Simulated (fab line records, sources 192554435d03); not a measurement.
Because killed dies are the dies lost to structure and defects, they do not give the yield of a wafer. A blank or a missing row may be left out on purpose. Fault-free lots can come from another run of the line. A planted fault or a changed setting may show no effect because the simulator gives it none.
3 desks looking at one fault / flow n5Finfet / numbers are kept per desk, each desk with only its own; the story behind them comes last

THE TOOL OWNER'S DESK: rieDiel-03
The tool's own readings at N5_BEOL_M9_ETCH_65 (etches SiARC in CF4, target depth 15.6 nm, time 26 s): means of the sampled wafers that have a number, for each lot that ran on this tool. Marked OUT: a lot whose mean sits more than 4 standard deviations from the usual mean, which makes it out of limits; the brackets give that distance. Shown are 7 of the 9 readings it has, namely the first that went out of limits plus those furthest out on some lot.
Columns: A = biasW at N5_BEOL_M9_ETCH_65, usual 36.01 W; B = chamberPressureMTorr at N5_BEOL_M9_ETCH_65, usual 40.00 mTorr; C = drypumpMotorCurrentA at N5_BEOL_M9_ETCH_65, usual 5.7 A; D = etchRfOnTimeS at N5_BEOL_M9_ETCH_65, usual 26.0 s; E = oesProductAu at N5_BEOL_M9_ETCH_65, usual 0.68 a.u.; F = rfVppV at N5_BEOL_M9_ETCH_65, usual 184.1 V; G = showerheadPlenumPTorr at N5_BEOL_M9_ETCH_65, usual 2.14 Torr
lot=L336; first seen here=day 12 06:43; A=35.95; B=39.98; C=5.8; D=26.3; E=0.64; F=185.3; G=2.21
lot=L338; first seen here=day 13 07:21; A=36.10; B=39.99; C=5.3; D=26.3; E=0.71; F=185.4; G=2.20
lot=L340; first seen here=day 14 18:06; A=36.14; B=40.02; C=4.9; D=26.3; E=0.70; F=184.8; G=2.15
lot=L349; first seen here=day 16 12:49; A=39.25 (+29) OUT; B=40.04; C=5.3; D=25.2; E=0.75; F=194.7 (+8.2) OUT; G=2.17
This desk's finding: out of limits on L349; first on L349, day 16 12:49 (biasW at N5_BEOL_M9_ETCH_65). Within limits: L336, L338, L340.

AT THE METROLOGY DESK
Means of the sampled wafers that have a number, per lot and without regard to the tool the lot ran on: this is what the gauges read. Marked OUT: a lot whose mean sits more than 4 standard deviations from the usual mean, which makes it out of limits; the brackets give that distance.
Columns: A = cdNm at N5_BEOL_M9_CD_MEAS_11, usual 64.1 nm; B = V8_OVL at N5_BEOL_M9_OVL_MEAS_29, usual 0.1 nm
lot=L330; first seen here=day 10 16:32; A=63.4; B=0.0
lot=L335; first seen here=day 11 03:25; A=64.2; B=0.2
lot=L332; first seen here=day 11 03:53; A=64.5; B=-0.2
lot=L336; first seen here=day 12 04:43; A=63.8; B=0.0
lot=L338; first seen here=day 13 05:15; A=64.5; B=-0.9
lot=L341; first seen here=day 13 05:58; A=64.4; B=-0.7
lot=L340; first seen here=day 14 15:19; A=64.1; B=0.9
lot=L349; first seen here=day 16 11:23; A=63.6; B=0.2
lot=L350; first seen here=day 16 19:12; A=64.1; B=0.1
lot=L353; first seen here=day 17 07:31; A=64.6; B=0.0
lot=L351; first seen here=day 17 07:52; A=63.8; B=0.9
This desk's finding: nothing out of limits on any of the 11 lots.

THE DEFECT DESK
What the inspections along the route counted, lot by lot: means of the sampled wafers that have a number. Marked OUT: a lot whose mean sits more than 4 standard deviations from the usual mean, which makes it out of limits; the brackets give that distance.
Columns: A = rawDefectCount at N5_BEOL_M9_INSPECT_13, usual 414
lot=L330; first seen here=day 10 16:35; A=351
lot=L335; first seen here=day 11 03:28; A=416
lot=L332; first seen here=day 11 03:57; A=273
lot=L336; first seen here=day 12 04:47; A=532
lot=L338; first seen here=day 13 05:18; A=531
lot=L341; first seen here=day 13 06:01; A=563
lot=L340; first seen here=day 14 15:22; A=298
lot=L349; first seen here=day 16 11:26; A=386
lot=L350; first seen here=day 16 19:16; A=380
lot=L353; first seen here=day 17 07:34; A=328
lot=L351; first seen here=day 17 07:55; A=558
This desk's finding: nothing out of limits on any of the 11 lots.

ALL TOGETHER
The tool owner's desk had the chance to raise an alarm at day 16 12:49 on L349.
The metrology desk saw nothing out of limits.
Nothing out of limits was seen by the defect desk.
The metrology desk holds a record of L349, inside its limits.
The defect desk has L349 on record, within its limits.
All the named lots went through N5_BEOL_M9_ETCH_65 on rieDiel-03.

WHAT THE SIMULATOR HAD PUT IN
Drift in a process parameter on rieDiel-03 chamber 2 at N5_BEOL_M9_ETCH_65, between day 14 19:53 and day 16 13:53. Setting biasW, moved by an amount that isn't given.
Shown lots that were struck: L349.
Delay in hours, fault start to first out-of-limits reading, by desk: the tool owner's desk at 41.
